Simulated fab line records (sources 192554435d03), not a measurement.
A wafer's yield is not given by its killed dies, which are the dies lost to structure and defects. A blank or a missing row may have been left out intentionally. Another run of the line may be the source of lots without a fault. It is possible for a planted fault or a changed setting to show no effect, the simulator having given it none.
Lot-split experiment / flow n5 finfet / 21 wafers read across 7 lots, on a route 1938 steps long

THE SPLIT ITSELF
At N5_PMOS_HMC_CHANNEL_EPI_PEB_07 (peb time 60 s), the setting peb time s was moved away from the recipe's 60 s on 5 of the 21 wafers read, by -22.3% to +10.7%. For the rest of the wafers, this setting stayed at what the recipe calls for.

FROM THE SPLIT TO THE READING: what the file shows between them, 3 steps
- N5_PMOS_HMC_CHANNEL_EPI_DEVELOP_08: develop time 30 s
- N5_PMOS_HMC_CHANNEL_EPI_CD_MEAS_09: target cd 237.4 nm
- N5_PMOS_HMC_CHANNEL_EPI_DESCUM_14: chemistry O2, time 7.9 s

THE READING
PMOS_HMC_CHANNEL_EPI.cd nm (the simulator's own value, which no gauge read), in nm, at N5_PMOS_HMC_CHANNEL_EPI_ETCH_32 (etches BARC in N2/H2, stops on SiO2, target depth 85.8 nm, time 50.3 s). There is no usual value for it anywhere in the file. Average 239.6 nm, standard deviation 1.8 nm, over the 16 wafers here run with the recipe.

wafer=L079.1; tool, chamber at the split=litho track-02, 0; peb time s as run, s=60; against the recipe=recipe; PMOS_HMC_CHANNEL_EPI.cd nm, nm=236.9; against lot-mates on the recipe=-
wafer=L079.4; tool, chamber at the split=litho track-02, 0; peb time s as run, s=60; against the recipe=recipe; PMOS_HMC_CHANNEL_EPI.cd nm, nm=240.4; against lot-mates on the recipe=-
wafer=L079.6; tool, chamber at the split=litho track-02, 0; peb time s as run, s=54.18; against the recipe=-9.7%; PMOS_HMC_CHANNEL_EPI.cd nm, nm=233.2; against lot-mates on the recipe=-5.5
wafer=L080.1; tool, chamber at the split=litho track-02, 0; peb time s as run, s=60; against the recipe=recipe; PMOS_HMC_CHANNEL_EPI.cd nm, nm=240; against lot-mates on the recipe=-
wafer=L080.5; tool, chamber at the split=litho track-02, 0; peb time s as run, s=60; against the recipe=recipe; PMOS_HMC_CHANNEL_EPI.cd nm, nm=238.6; against lot-mates on the recipe=-
wafer=L080.6; tool, chamber at the split=litho track-02, 0; peb time s as run, s=60; against the recipe=recipe; PMOS_HMC_CHANNEL_EPI.cd nm, nm=238.8; against lot-mates on the recipe=-
wafer=L082.1; tool, chamber at the split=litho track-02, 0; peb time s as run, s=60; against the recipe=recipe; PMOS_HMC_CHANNEL_EPI.cd nm, nm=242.3; against lot-mates on the recipe=-
wafer=L082.2; tool, chamber at the split=litho track-02, 0; peb time s as run, s=60; against the recipe=recipe; PMOS_HMC_CHANNEL_EPI.cd nm, nm=239.1; against lot-mates on the recipe=-
wafer=L082.6; tool, chamber at the split=litho track-02, 0; peb time s as run, s=60; against the recipe=recipe; PMOS_HMC_CHANNEL_EPI.cd nm, nm=242.5; against lot-mates on the recipe=-
wafer=L084.2; tool, chamber at the split=litho track-01, 0; peb time s as run, s=60; against the recipe=recipe; PMOS_HMC_CHANNEL_EPI.cd nm, nm=239.8; against lot-mates on the recipe=-
wafer=L084.3; tool, chamber at the split=litho track-01, 0; peb time s as run, s=60; against the recipe=recipe; PMOS_HMC_CHANNEL_EPI.cd nm, nm=236.8; against lot-mates on the recipe=-
wafer=L084.4; tool, chamber at the split=litho track-01, 0; peb time s as run, s=63.63; against the recipe=+6.0%; PMOS_HMC_CHANNEL_EPI.cd nm, nm=240; against lot-mates on the recipe=+1.7
wafer=L087.1; tool, chamber at the split=litho track-01, 0; peb time s as run, s=56.41; against the recipe=-6.0%; PMOS_HMC_CHANNEL_EPI.cd nm, nm=237; against lot-mates on the recipe=-2.3
wafer=L087.4; tool, chamber at the split=litho track-01, 0; peb time s as run, s=60; against the recipe=recipe; PMOS_HMC_CHANNEL_EPI.cd nm, nm=239.3; against lot-mates on the recipe=-
wafer=L087.6; tool, chamber at the split=litho track-01, 0; peb time s as run, s=60; against the recipe=recipe; PMOS_HMC_CHANNEL_EPI.cd nm, nm=239.3; against lot-mates on the recipe=-
wafer=L089.3; tool, chamber at the split=litho track-01, 0; peb time s as run, s=60; against the recipe=recipe; PMOS_HMC_CHANNEL_EPI.cd nm, nm=236.7; against lot-mates on the recipe=-
wafer=L089.4; tool, chamber at the split=litho track-01, 0; peb time s as run, s=60; against the recipe=recipe; PMOS_HMC_CHANNEL_EPI.cd nm, nm=241.5; against lot-mates on the recipe=-
wafer=L089.5; tool, chamber at the split=litho track-01, 0; peb time s as run, s=66.42; against the recipe=+10.7%; PMOS_HMC_CHANNEL_EPI.cd nm, nm=240.6; against lot-mates on the recipe=+1.5
wafer=L095.1; tool, chamber at the split=litho track-02, 0; peb time s as run, s=60; against the recipe=recipe; PMOS_HMC_CHANNEL_EPI.cd nm, nm=241.1; against lot-mates on the recipe=-
wafer=L095.3; tool, chamber at the split=litho track-02, 0; peb time s as run, s=46.6; against the recipe=-22.3%; PMOS_HMC_CHANNEL_EPI.cd nm, nm=229.2; against lot-mates on the recipe=-11.9
wafer=L095.6; tool, chamber at the split=litho track-02, 0; peb time s as run, s=60; against the recipe=recipe; PMOS_HMC_CHANNEL_EPI.cd nm, nm=241.2; against lot-mates on the recipe=-

FIT RESULTS
A straight line over all 21 wafers: PMOS_HMC_CHANNEL_EPI.cd nm changes by +0.403 nm for each +1% of peb time s; r = +0.80; the points scatter about the line by 1.9 nm.
The same after taking each lot's own level away (the mean of its wafers on the recipe; 21 wafers): +0.453 nm for each +1%; r = +0.88; scatter 1.5 nm.
According to that fit, moving peb time s by its largest amount changes the reading by 10 nm.
The span of the lots' own levels, 238.30 to 241.30 nm, comes to 1.7 times the standard deviation stated above.
So the lot-to-lot level blurs the effect unless lot-mates are compared.
Check: -7.65 nm against its lot-mates is what the line predicts for one of the wafers moved furthest among these (-22.3%) when that wafer is left out of the fit. Against them it came out at -11.9 nm.

FURTHER SPLITS ON THESE WAFERS
Note: prior to the reading, these wafers also went through further splits. Each is held against what the fit with the lots' levels taken away leaves over:
other split on the same wafers=N5_WELL_APT_COAT_02 spin rpm; wafers away from the commonest value=4; r with PMOS_HMC_CHANNEL_EPI.cd nm (lot level and that fit taken away)=+0.19
other split on the same wafers=N5_PMOS_HMC_CHANNEL_EPI_EXPOSE_06 dose mj; wafers away from the commonest value=8; r with PMOS_HMC_CHANNEL_EPI.cd nm (lot level and that fit taken away)=+0.72

THE WHOLE CHAIN: every reading that the file lists as answering this split, in the file's order
step=N5_PMOS_HMC_CHANNEL_EPI_DESCUM_14; what it does=chemistry O2, time 7.9 s; reading=PMOS_HMC_CHANNEL_EPI.cd nm (the simulator's own value, which no gauge read); change (the file's fit)=+0.472 nm for each +1% of the setting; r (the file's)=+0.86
step=N5_PMOS_HMC_CHANNEL_EPI_ETCH_32; what it does=etches BARC in N2/H2, stops on SiO2, target depth 85.8 nm, time 50.3 s; reading=PMOS_HMC_CHANNEL_EPI.cd nm (the simulator's own value, which no gauge read); change (the file's fit)=+0.46 nm for each +1% of the setting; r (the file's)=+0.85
step=N5_PMOS_HMC_CHANNEL_EPI_CD_MEAS_09; what it does=target cd 237.4 nm; reading=cd nm; change (the file's fit)=+0.498 nm for each +1% of the setting, in a fit together with dose mj@PMOS_HMC_CHANNEL_EPI_EXPOSE_06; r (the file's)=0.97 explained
step=N5_PMOS_HMC_CHANNEL_EPI_HM_OPEN_15; what it does=chemistry CHF3/O2, target SiO2, target depth 40.6 nm, time 20.3 s; reading=PMOS_HMC_CHANNEL_EPI.cd nm (the simulator's own value, which no gauge read); change (the file's fit)=+0.489 nm for each +1% of the setting, in a fit together with dose mj@PMOS_HMC_CHANNEL_EPI_EXPOSE_06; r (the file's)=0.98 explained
step=N5_PMOS_HMC_CHANNEL_EPI_ETCH_38; what it does=etches SiO2 in CF4, target depth 1.5 nm; reading=PMOS_HMC_CHANNEL_EPI.cd nm (the simulator's own value, which no gauge read); change (the file's fit)=+0.487 nm for each +1% of the setting, in a fit together with dose mj@PMOS_HMC_CHANNEL_EPI_EXPOSE_06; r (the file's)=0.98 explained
step=N5_PMOS_HMC_CHANNEL_EPI_FIN_RECESS_16; what it does=chemistry HBr/Cl2, target Si, target depth 54 nm, time 18 s; reading=PMOS_HMC_CHANNEL_EPI.cd nm (the simulator's own value, which no gauge read); change (the file's fit)=+0.486 nm for each +1% of the setting, in a fit together with dose mj@PMOS_HMC_CHANNEL_EPI_EXPOSE_06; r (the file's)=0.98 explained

FILE'S OWN FIT
PMOS_HMC_CHANNEL_EPI.cd nm changes by +0.46 nm for each +1% of peb time s, r = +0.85.
